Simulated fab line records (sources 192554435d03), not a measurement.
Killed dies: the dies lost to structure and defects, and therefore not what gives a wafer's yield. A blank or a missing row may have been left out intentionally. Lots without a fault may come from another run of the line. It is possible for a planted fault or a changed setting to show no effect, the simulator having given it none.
Which tool is to blame? + flow n5Finfet + 72 wafers from 24 lots sampled at 4 of the route's 1938 steps

== WHAT EACH GAUGE READ, for each wafer ==
N5_BEOL_M5_CD_MEAS_11 targets a cd of 27.74 nm.
| lot  | measured     | on       | cdNm (nm)         |
|------|--------------|----------|-------------------|
| L074 | day 9 03:34  | cdSem-03 | 28.23 27.99 28.26 |
| L076 | day 9 07:49  | cdSem-01 | 28.20 27.84 28.45 |
| L075 | day 9 13:37  | cdSem-03 | 28.15 28.17 27.80 |
| L079 | day 10 10:10 | cdSem-03 | 27.83 28.09 27.56 |
| L077 | day 10 10:37 | cdSem-02 | 27.73 28.26 28.02 |
| L078 | day 10 17:06 | cdSem-03 | 27.91 28.13 28.08 |
| L081 | day 10 17:39 | cdSem-02 | 27.81 28.19 28.36 |
| L080 | day 10 20:13 | cdSem-03 | 27.97 27.91 28.06 |
| L083 | day 11 10:10 | cdSem-01 | 28.22 28.20 27.99 |
| L082 | day 11 17:35 | cdSem-02 | 27.62 28.13 28.07 |
| L084 | day 12 02:16 | cdSem-01 | 27.65 27.63 27.83 |
| L085 | day 12 03:58 | cdSem-02 | 27.91 27.50 28.07 |
| L086 | day 12 04:31 | cdSem-03 | 28.04 27.79 28.00 |
| L087 | day 12 10:59 | cdSem-03 | 28.26 28.21 27.92 |
| L089 | day 12 16:47 | cdSem-02 | 28.08 27.70 27.51 |
| L088 | day 13 11:19 | cdSem-01 | 28.03 28.07 27.74 |
| L090 | day 13 13:37 | cdSem-03 | 28.11 28.04 27.76 |
| L091 | day 13 14:07 | cdSem-03 | 28.30 27.99 27.84 |
| L092 | day 13 20:38 | cdSem-01 | 28.10 28.26 27.90 |
| L093 | day 13 21:31 | cdSem-02 | 28.15 28.05 27.73 |
| L094 | day 14 07:23 | cdSem-03 | 27.78 28.14 27.83 |
| L095 | day 15 05:26 | cdSem-03 | 27.83 28.02 28.17 |
| L096 | day 15 11:52 | cdSem-01 | 27.86 27.94 28.03 |
| L097 | day 15 16:06 | cdSem-03 | 27.74 28.18 27.77 |

N5_BEOL_M5_OVL_MEAS_29.
| lot  | measured     | on         | V4_OVL (nm)   |
|------|--------------|------------|---------------|
| L074 | day 9 07:07  | overlay-02 | 0.9 1.1 1.5   |
| L076 | day 9 08:51  | overlay-01 | -0.3 0.2 1.0  |
| L075 | day 9 19:22  | overlay-01 | -0.4 0.1 -0.9 |
| L079 | day 10 12:40 | overlay-02 | 0.7 1.5 0.6   |
| L077 | day 10 12:50 | overlay-02 | 1.2 1.2 0.9   |
| L078 | day 10 18:45 | overlay-02 | 1.2 1.1 0.5   |
| L081 | day 10 18:48 | overlay-01 | 0.9 -0.5 0.6  |
| L080 | day 11 00:47 | overlay-01 | 0.6 -0.1 0.0  |
| L083 | day 11 11:45 | overlay-02 | -1.0 0.2 -0.1 |
| L082 | day 11 18:40 | overlay-02 | 0.3 -0.3 1.1  |
| L084 | day 12 03:26 | overlay-02 | -1.8 0.7 0.2  |
| L085 | day 12 09:50 | overlay-01 | -0.8 0.0 -0.6 |
| L086 | day 12 09:39 | overlay-01 | 0.6 0.6 -0.6  |
| L087 | day 12 18:02 | overlay-02 | 0.2 -0.9 -0.1 |
| L089 | day 12 18:05 | overlay-01 | 0.6 -0.3 -0.6 |
| L088 | day 13 12:34 | overlay-02 | 0.9 0.7 -0.1  |
| L090 | day 13 15:48 | overlay-02 | 0.4 0.1 0.1   |
| L091 | day 13 15:59 | overlay-01 | 0.4 -0.6 -0.5 |
| L092 | day 13 21:37 | overlay-01 | 0.7 0.2 0.9   |
| L093 | day 14 01:36 | overlay-01 | -0.3 0.5 0.6  |
| L094 | day 14 09:43 | overlay-01 | 0.9 0.9 0.7   |
| L095 | day 15 07:40 | overlay-02 | -0.4 0.5 0.2  |
| L096 | day 15 14:20 | overlay-02 | 0.1 1.2 1.0   |
| L097 | day 15 19:50 | overlay-01 | -0.4 0.4 0.3  |

N5_BEOL_M5_INSPECT_30: inspects for defects (brightfield).
| lot  | measured     | on               | rawDefectCount |
|------|--------------|------------------|----------------|
| L074 | day 9 07:10  | defectInspect-02 | 510 341 341    |
| L076 | day 9 08:54  | defectInspect-01 | 397 287 417    |
| L075 | day 9 19:26  | defectInspect-02 | 767 582 462    |
| L079 | day 10 12:42 | defectInspect-02 | 363 447 486    |
| L077 | day 10 12:53 | defectInspect-01 | 401 431 438    |
| L078 | day 10 18:49 | defectInspect-01 | 378 320 373    |
| L081 | day 10 18:52 | defectInspect-01 | 618 357 559    |
| L080 | day 11 00:50 | defectInspect-02 | 450 395 344    |
| L083 | day 11 11:48 | defectInspect-02 | 290 288 385    |
| L082 | day 11 18:43 | defectInspect-02 | 454 523 344    |
| L084 | day 12 03:29 | defectInspect-01 | 346 294 281    |
| L085 | day 12 09:53 | defectInspect-02 | 445 501 482    |
| L086 | day 12 09:43 | defectInspect-02 | 221 289 240    |
| L087 | day 12 18:05 | defectInspect-02 | 392 329 364    |
| L089 | day 12 18:08 | defectInspect-02 | 541 507 465    |
| L088 | day 13 12:37 | defectInspect-02 | 400 430 473    |
| L090 | day 13 15:52 | defectInspect-02 | 267 350 416    |
| L091 | day 13 16:02 | defectInspect-02 | 410 305 265    |
| L092 | day 13 21:40 | defectInspect-01 | 396 323 391    |
| L093 | day 14 01:39 | defectInspect-01 | 354 336 309    |
| L094 | day 14 09:46 | defectInspect-01 | 365 431 424    |
| L095 | day 15 07:44 | defectInspect-01 | 410 313 302    |
| L096 | day 15 14:23 | defectInspect-01 | 382 323 279    |
| L097 | day 15 19:55 | defectInspect-01 | 331 264 313    |

N5_BEOL_M5_OCD_MEAS_38.
| lot  | measured     | on     | trenchDepthNm (nm) |
|------|--------------|--------|--------------------|
| L074 | day 9 07:39  | ocd-02 | 70.8 71.6 71.5     |
| L076 | day 9 09:22  | ocd-02 | 70.7 70.5 70.4     |
| L075 | day 9 19:53  | ocd-01 | 73.0 72.8 72.7     |
| L079 | day 10 13:10 | ocd-02 | 73.6 71.0 72.0     |
| L077 | day 10 13:20 | ocd-02 | 69.7 69.4 71.0     |
| L078 | day 10 19:32 | ocd-02 | 71.6 69.5 71.0     |
| L081 | day 10 19:35 | ocd-02 | 70.0 70.1 71.7     |
| L080 | day 11 01:19 | ocd-02 | 71.8 70.7 70.8     |
| L083 | day 11 12:16 | ocd-01 | 69.4 69.8 69.5     |
| L082 | day 11 19:26 | ocd-01 | 70.4 70.4 69.4     |
| L084 | day 12 04:04 | ocd-01 | 71.6 71.3 70.7     |
| L085 | day 12 10:43 | ocd-01 | 70.5 70.5 71.3     |
| L086 | day 12 10:34 | ocd-01 | 70.4 70.4 70.2     |
| L087 | day 12 18:50 | ocd-02 | 70.3 69.8 69.1     |
| L089 | day 12 18:53 | ocd-01 | 72.2 73.4 73.2     |
| L088 | day 13 13:14 | ocd-01 | 70.8 71.8 72.3     |
| L090 | day 13 16:19 | ocd-01 | 72.7 71.9 71.7     |
| L091 | day 13 16:46 | ocd-01 | 72.0 72.3 74.4     |
| L092 | day 13 22:27 | ocd-02 | 72.4 72.8 71.8     |
| L093 | day 14 02:07 | ocd-01 | 69.6 72.2 71.5     |
| L094 | day 14 11:12 | ocd-02 | 70.1 70.1 69.9     |
| L095 | day 15 08:32 | ocd-02 | 71.0 72.1 70.7     |
| L096 | day 15 14:50 | ocd-01 | 70.9 69.9 69.4     |
| L097 | day 15 20:26 | ocd-01 | 71.1 69.1 69.5     |

== WHAT TOOL EACH LOT RAN ON (gives the tool, then ch and the chambers of the sampled wafers, and finally the start) ==
There is no process step in the record ahead of these readings.

== WHAT THE TOOLS THEMSELVES READ (means of the sampled wafers that have a number; where no wafer has one, the mark that the record gives instead) ==
The record holds no such reading with a usual standard deviation.

== THE ANSWER, worked out from the rows above alone ==
Rule: what is usual is taken from the lots themselves. The widest of any qualifying gaps counts: lots, ordered by their means at a reading, are off when they make up no more than a third of the lots, leave a main group of 4 or more, and stand apart from it by 3 or more times the standard deviation of that group's means. Not used: any main group whose means are identical at the precision the tables above print for the reading. Also off: a lot with no number at a reading for which 4 or more lots have one. The other lots that the step has rows for count as sound. The gauges are gone through in route order, then the tools' own readings, and for those a lot's mean is taken as printed above. The first step at which some lot is off is used, and at that step the reading that is off furthest; a lot without a number counts as furthest.
No lot is off at any reading shown: from this, nothing can be told.

== WHAT HAD BEEN PUT IN BY THE SIMULATOR ==
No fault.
